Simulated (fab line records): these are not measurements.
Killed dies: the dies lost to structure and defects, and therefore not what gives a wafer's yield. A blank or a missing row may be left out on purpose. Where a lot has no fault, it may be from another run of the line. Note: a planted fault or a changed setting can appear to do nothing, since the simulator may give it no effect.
Matching of chambers	flow nandHarc	3 sister chambers for NHARC_A_STAIRCASE_DEP_322 on pecvd-03
The step deposits SiO2, target thk 7200 nm. 18 wafers are shown with their chamber, then 9 later ones without.

== EACH WAFER AND ITS CHAMBER ==
wafer	chamber	heaterPowerW (W)	heaterPowerOuterW (W)	mfcPrecursorSccm (sccm)
L076.3	0	784	472	200.3
L076.4	0	678	383	200.0
L076.5	1	559	285	199.3
L081.1	0	798	477	199.8
L081.2	2	650	321	199.9
L081.4	1	528	285	199.8
L086.2	1	650	373	199.7
L086.3	2	669	329	199.8
L086.5	2	623	313	200.4
L090.3	2	778	416	200.5
L090.5	2	660	357	200.2
L090.6	1	564	297	199.6
L091.1	0	764	456	199.7
L091.3	1	670	376	199.7
L091.4	0	668	379	200.4
L092.1	2	865	468	199.9
L092.3	1	669	395	199.5
L092.4	2	686	350	199.5

SIGNATURES, as means of the wafers listed above
reading	chamber 0	chamber 1	chamber 2	scatter within a chamber
heaterPowerW	738.40	606.67	704.43	72.7
heaterPowerOuterW	433.40	335.17	364.86	52.9
mfcPrecursorSccm	200.040	199.600	200.029	0.293
Rule: a wafer lies at a distance from a chamber equal to the root of the sum of squares, over the readings, of (its reading less the chamber's mean, divided by the reading's scatter). The wafer belongs to the nearest chamber; if the next one is less than 2 further off, it can't be placed. The scatter is the square root of a quotient: the sum, over the shown wafers, of each reading's squared deviation from its chamber's mean, divided by wafers minus chambers.

== WAFERS WITHOUT THEIR CHAMBER ==
wafer	heaterPowerW (W)	heaterPowerOuterW (W)	mfcPrecursorSccm (sccm)
L093.2	692	403	198.9
L093.4	551	295	198.3
L093.5	695	345	198.7
L096.1	775	487	201.0
L096.3	772	411	199.4
L096.4	670	381	200.4
L097.3	801	448	200.3
L097.4	666	392	200.2
L097.6	548	296	199.6

== THE CHAMBER EACH PASSED THROUGH ==
wafer	from the rows above	in truth
L093.2	can't be placed: 1 or 2 or 0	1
L093.4	can't be placed: 1 or 2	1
L093.5	can't be placed: 1 or 2 or 0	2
L096.1	can't be placed: 0 or 2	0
L096.3	can't be placed: 0 or 2 or 1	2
L096.4	can't be placed: 2 or 0 or 1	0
L097.3	can't be placed: 0 or 2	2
L097.4	can't be placed: 2 or 0 or 1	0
L097.6	can't be placed: 1 or 2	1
Correct placement for 0 of the 9. Unplaceable from these rows: 9, with the true chamber sitting among the candidates in 9. Placed wrongly: 0.
